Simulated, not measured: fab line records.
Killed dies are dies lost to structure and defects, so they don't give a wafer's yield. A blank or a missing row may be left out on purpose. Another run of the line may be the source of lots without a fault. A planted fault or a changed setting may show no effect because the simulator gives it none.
Which tool is to blame? / flow nand_harc / Sampling: 13 lots, 39 wafers, 6 of 1302 route steps

WHAT THE GAUGES READ, wafer by wafer
NHARC_A_ONON_D2_THK_MEAS_05: measures by ellipsometry. Usual: thk_nm 995 nm, standard deviation 10.
lot=L648; measured=day 13 00:50; on=film_metro-01; thk_nm (nm)=989 990 991; flag=
lot=L651; measured=day 14 13:44; on=film_metro-02; thk_nm (nm)=1014 1011 1013; flag=
lot=L654; measured=day 15 19:17; on=film_metro-02; thk_nm (nm)=1004 1003 1002; flag=
lot=L658; measured=day 17 15:40; on=film_metro-01; thk_nm (nm)=1003 999 999; flag=
lot=L661; measured=day 18 11:44; on=film_metro-01; thk_nm (nm)=981 984 983; flag=
lot=L660; measured=day 18 11:46; on=film_metro-02; thk_nm (nm)=995 995 996; flag=
lot=L662; measured=day 19 08:28; on=film_metro-01; thk_nm (nm)=1005 1004 1003; flag=
lot=L663; measured=day 19 08:28; on=film_metro-01; thk_nm (nm)=980 979 980; flag=
lot=L664; measured=day 19 18:22; on=film_metro-02; thk_nm (nm)=1003 1003 1003; flag=
lot=L665; measured=day 20 04:14; on=film_metro-02; thk_nm (nm)=988 988 986; flag=
lot=L666; measured=day 20 21:40; on=film_metro-01; thk_nm (nm)=998 1000 998; flag=
lot=L669; measured=day 21 21:26; on=film_metro-01; thk_nm (nm)=999 997 1000; flag=
lot=L668; measured=day 21 21:37; on=film_metro-01; thk_nm (nm)=996 998 996; flag=

NHARC_A_ONON_D2_THK_MEAS_27: measures by ellipsometry. Usual: thk_nm 1001 nm, standard deviation 9.8.
lot=L648; measured=day 13 12:03; on=film_metro-01; thk_nm (nm)=1010 1010 1011; flag=
lot=L651; measured=day 15 03:53; on=film_metro-02; thk_nm (nm)=1008 1009 1008; flag=
lot=L654; measured=day 16 06:26; on=film_metro-02; thk_nm (nm)=999 999 998; flag=
lot=L658; measured=day 18 02:45; on=film_metro-02; thk_nm (nm)=1010 1010 1010; flag=
lot=L661; measured=day 18 22:29; on=film_metro-01; thk_nm (nm)=987 988 989; flag=
lot=L660; measured=day 18 22:29; on=film_metro-02; thk_nm (nm)=1018 1020 1018; flag=
lot=L662; measured=day 19 20:22; on=film_metro-02; thk_nm (nm)=995 995 995; flag=
lot=L663; measured=day 19 20:31; on=film_metro-01; thk_nm (nm)=1001 1002 1003; flag=
lot=L664; measured=day 20 05:54; on=film_metro-02; thk_nm (nm)=993 993 993; flag=
lot=L665; measured=day 20 17:11; on=film_metro-02; thk_nm (nm)=989 990 987; flag=
lot=L666; measured=day 21 08:50; on=film_metro-02; thk_nm (nm)=987 986 987; flag=
lot=L669; measured=day 22 08:35; on=film_metro-02; thk_nm (nm)=1012 1012 1011; flag=
lot=L668; measured=day 22 08:32; on=film_metro-02; thk_nm (nm)=1009 1008 1006; flag=

NHARC_A_ONON_D2_THK_MEAS_30: measures by ellipsometry. Usual: thk_nm 997 nm, standard deviation 10.
lot=L648; measured=day 13 12:37; on=film_metro-01; thk_nm (nm)=988 989 987; flag=
lot=L651; measured=day 15 04:28; on=film_metro-01; thk_nm (nm)=1586 1586 1588; flag=OFF
lot=L654; measured=day 16 07:01; on=film_metro-01; thk_nm (nm)=1589 1588 1589; flag=OFF
lot=L658; measured=day 18 03:28; on=film_metro-01; thk_nm (nm)=1022 1022 1022; flag=
lot=L661; measured=day 18 23:04; on=film_metro-01; thk_nm (nm)=995 995 997; flag=
lot=L660; measured=day 18 23:04; on=film_metro-02; thk_nm (nm)=987 987 987; flag=
lot=L662; measured=day 19 20:56; on=film_metro-02; thk_nm (nm)=1002 1002 1004; flag=
lot=L663; measured=day 19 21:04; on=film_metro-02; thk_nm (nm)=991 991 990; flag=
lot=L664; measured=day 20 06:28; on=film_metro-02; thk_nm (nm)=1001 999 1000; flag=
lot=L665; measured=day 20 17:46; on=film_metro-02; thk_nm (nm)=995 994 996; flag=
lot=L666; measured=day 21 09:25; on=film_metro-01; thk_nm (nm)=1004 1002 1004; flag=
lot=L669; measured=day 22 09:09; on=film_metro-02; thk_nm (nm)=1014 1013 1013; flag=
lot=L668; measured=day 22 09:07; on=film_metro-02; thk_nm (nm)=1012 1010 1013; flag=

NHARC_END_SORT_01. Usual: killed_at_array 59, standard deviation 20; killed_at_other 0.8, standard deviation 1.1; killed_at_periphery 5, standard deviation 3.1; killed_dies 64, standard deviation 21; killed_open 3.4, standard deviation 1.9; killed_short 2.3, standard deviation 1.7.
lot=L651; measured=day 26 09:52; on=prober-01; killed_at_array=674 673 677; killed_at_other=0 0 0; killed_at_periphery=3 4 0; killed_dies=677 677 677; killed_open=2 1 1; killed_short=2 1 1; flag=OFF
lot=L654; measured=day 27 10:31; on=prober-02; killed_at_array=674 674 672; killed_at_other=0 0 1; killed_at_periphery=3 3 4; killed_dies=677 677 677; killed_open=3 2 6; killed_short=2 1 2; flag=OFF

EACH LOT AND THE TOOL THAT RAN IT (in order: tool; ch and the chambers of the sampled wafers; start)
lot=L648; NHARC_A_ONON_D2_DEP_28=pecvd_onon-02 ch 0, day 13 12:17; NHARC_A_ONON_D2_DEP_33=pecvd-02 ch 0,1,2, day 13 12:48
lot=L651; NHARC_A_ONON_D2_DEP_28=pecvd_onon-03 ch 0, day 15 03:57; NHARC_A_ONON_D2_DEP_33=pecvd-03 ch 0,1,2, day 15 04:31
lot=L654; NHARC_A_ONON_D2_DEP_28=pecvd_onon-03 ch 0, day 16 06:29; NHARC_A_ONON_D2_DEP_33=pecvd-04 ch 0,2, day 16 07:10
lot=L658; NHARC_A_ONON_D2_DEP_28=pecvd_onon-01 ch 0, day 18 02:56; NHARC_A_ONON_D2_DEP_33=pecvd-04 ch 0,1, day 18 03:35
lot=L661; NHARC_A_ONON_D2_DEP_28=pecvd_onon-02 ch 0, day 18 22:36; NHARC_A_ONON_D2_DEP_33=pecvd-03 ch 0,1, day 18 23:34
lot=L660; NHARC_A_ONON_D2_DEP_28=pecvd_onon-03 ch 0, day 18 22:33; NHARC_A_ONON_D2_DEP_33=pecvd-02 ch 0,1,2, day 18 23:31
lot=L662; NHARC_A_ONON_D2_DEP_28=pecvd_onon-03 ch 0, day 19 20:29; NHARC_A_ONON_D2_DEP_33=pecvd-03 ch 0,2, day 19 20:59
lot=L663; NHARC_A_ONON_D2_DEP_28=pecvd_onon-02 ch 0, day 19 20:34; NHARC_A_ONON_D2_DEP_33=pecvd-02 ch 0,1, day 19 21:13
lot=L664; NHARC_A_ONON_D2_DEP_28=pecvd_onon-02 ch 0, day 20 05:57; NHARC_A_ONON_D2_DEP_33=pecvd-02 ch 0,1,2, day 20 06:34
lot=L665; NHARC_A_ONON_D2_DEP_28=pecvd_onon-01 ch 0, day 20 17:18; NHARC_A_ONON_D2_DEP_33=pecvd-02 ch 0,1,2, day 20 17:49
lot=L666; NHARC_A_ONON_D2_DEP_28=pecvd_onon-03 ch 0, day 21 08:58; NHARC_A_ONON_D2_DEP_33=pecvd-03 ch 1, day 21 09:28
lot=L669; NHARC_A_ONON_D2_DEP_28=pecvd_onon-01 ch 0, day 22 08:42; NHARC_A_ONON_D2_DEP_33=pecvd-04 ch 0,1, day 22 09:13
lot=L668; NHARC_A_ONON_D2_DEP_28=pecvd_onon-02 ch 0, day 22 08:40; NHARC_A_ONON_D2_DEP_33=pecvd-03 ch 0,1,2, day 22 09:13
- NHARC_A_ONON_D2_DEP_28: target thk 1000 nm.
- NHARC_A_ONON_D2_DEP_33: deposits SiO2, target thk 200 nm.

WHAT THE TOOLS THEMSELVES READ (means of the sampled wafers that have a number; where no wafer has one, the mark that the record gives instead)
NHARC_A_ONON_D2_DEP_28. Usual: n2_flow_sccm 2748 sccm, standard deviation 8.4.
lot=L648; tool=pecvd_onon-02; n2_flow_sccm (sccm)=2752; flag=
lot=L651; tool=pecvd_onon-03; n2_flow_sccm (sccm)=2747; flag=
lot=L654; tool=pecvd_onon-03; n2_flow_sccm (sccm)=2758; flag=
lot=L658; tool=pecvd_onon-01; n2_flow_sccm (sccm)=2741; flag=
lot=L661; tool=pecvd_onon-02; n2_flow_sccm (sccm)=2732; flag=
lot=L660; tool=pecvd_onon-03; n2_flow_sccm (sccm)=2748; flag=
lot=L662; tool=pecvd_onon-03; n2_flow_sccm (sccm)=2741; flag=
lot=L663; tool=pecvd_onon-02; n2_flow_sccm (sccm)=2749; flag=
lot=L664; tool=pecvd_onon-02; n2_flow_sccm (sccm)=2752; flag=
lot=L665; tool=pecvd_onon-01; n2_flow_sccm (sccm)=2752; flag=
lot=L666; tool=pecvd_onon-03; n2_flow_sccm (sccm)=2736; flag=
lot=L669; tool=pecvd_onon-01; n2_flow_sccm (sccm)=2745; flag=
lot=L668; tool=pecvd_onon-02; n2_flow_sccm (sccm)=2755; flag=

NHARC_A_ONON_D2_DEP_33. Usual: heater_power_w 559 W, standard deviation 100; throttle_valve_pct 15.8 %, standard deviation 0.67.
lot=L648; tool=pecvd-02; heater_power_w (W)=544; throttle_valve_pct (%)=15.1; flag=
lot=L651; tool=pecvd-03; heater_power_w (W)=596; throttle_valve_pct (%)=16.2; flag=
lot=L654; tool=pecvd-04; heater_power_w (W)=492; throttle_valve_pct (%)=16.5; flag=
lot=L658; tool=pecvd-04; heater_power_w (W)=440; throttle_valve_pct (%)=16.2; flag=
lot=L661; tool=pecvd-03; heater_power_w (W)=639; throttle_valve_pct (%)=16.1; flag=
lot=L660; tool=pecvd-02; heater_power_w (W)=588; throttle_valve_pct (%)=15.0; flag=
lot=L662; tool=pecvd-03; heater_power_w (W)=524; throttle_valve_pct (%)=16.3; flag=
lot=L663; tool=pecvd-02; heater_power_w (W)=576; throttle_valve_pct (%)=15.2; flag=
lot=L664; tool=pecvd-02; heater_power_w (W)=570; throttle_valve_pct (%)=14.9; flag=
lot=L665; tool=pecvd-02; heater_power_w (W)=538; throttle_valve_pct (%)=14.9; flag=
lot=L666; tool=pecvd-03; heater_power_w (W)=649; throttle_valve_pct (%)=16.4; flag=
lot=L669; tool=pecvd-04; heater_power_w (W)=465; throttle_valve_pct (%)=16.0; flag=
lot=L668; tool=pecvd-03; heater_power_w (W)=602; throttle_valve_pct (%)=16.4; flag=

THE ANSWER, worked out from the rows above alone
Rule: a lot counts as off when the mean over its wafers that have a number is more than 3 standard deviations away from the usual mean. A lot without any number at a reading at which 4 lots or more have one is off too. Where the step has rows for the other lots, those lots are counted as sound. Order of review: gauges by route order, followed by the tools' own readings, for which a lot's mean as printed above is used. At the first step where some lot is off, the reading lying furthest off is the one used; lots without a number count as furthest.
Off: L651, L654, at NHARC_A_ONON_D2_THK_MEAS_30 (thk_nm).
A tool fits if, at a process step before that reading, it ran every lot that is off, and no sound lot after the first of them. The gauges at NHARC_A_ONON_D2_THK_MEAS_30 aren't tried: what is off there is off at NHARC_END_SORT_01 too, on other tools, and a gauge's error can't cause that. None of those tried fits.

WHAT WAS PUT IN BY THE SIMULATOR
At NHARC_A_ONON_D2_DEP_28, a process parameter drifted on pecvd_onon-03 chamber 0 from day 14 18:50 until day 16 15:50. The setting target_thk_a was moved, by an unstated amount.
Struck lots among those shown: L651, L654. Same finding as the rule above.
